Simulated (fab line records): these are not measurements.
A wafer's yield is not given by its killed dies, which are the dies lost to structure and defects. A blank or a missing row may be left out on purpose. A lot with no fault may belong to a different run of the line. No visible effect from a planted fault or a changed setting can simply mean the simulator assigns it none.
Chamber matching | flow n5 finfet | N5_BEOL_M8_ALD_77 on ald metal-04: 4 sister chambers
The step deposits TaN, target thk 2 nm, pulse time 2 s, purge time 3 s. 4 wafers are shown with their chamber, then 7 later ones without.

## WAFERS PAIRED WITH THEIR CHAMBERS
wafer  | chamber | heater power w (W)
L131.2 | 2       | 422
L131.4 | 3       | 446
L139.1 | 1       | 329
L139.2 | 0       | 398

## WAFERS WITHOUT THEIR CHAMBER
wafer  | heater power w (W)
L139.3 | 425
L141.3 | 425
L141.5 | 327
L141.6 | 395
L142.1 | 400
L142.5 | 439
L142.6 | 397

## WHICH CHAMBER EACH ONE RAN IN
wafer  | from the rows above | in truth
L139.3 | 2                   | 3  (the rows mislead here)
L141.3 | 2                   | 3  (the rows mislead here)
L141.5 | 1                   | 1
L141.6 | 0                   | 0
L142.1 | 0                   | 0
L142.5 | 3                   | 3
L142.6 | 0                   | 0
5 of 7 placed correctly. Number that these rows cannot place: 0. Wrongly placed: 2.
How it was worked out, from the rows above alone: a wafer's distance from a chamber is the root of the sum, over the readings, of the square of ((its reading less the chamber's mean) divided by the reading's scatter). The wafer belongs to the nearest chamber; if the next one is less than 2 further off, it can't be placed. The mean given for a chamber averages the wafers shown for that chamber. The scatter: root of mean squared gap, hidden wafer to nearest shown wafer, with one shown wafer a chamber.
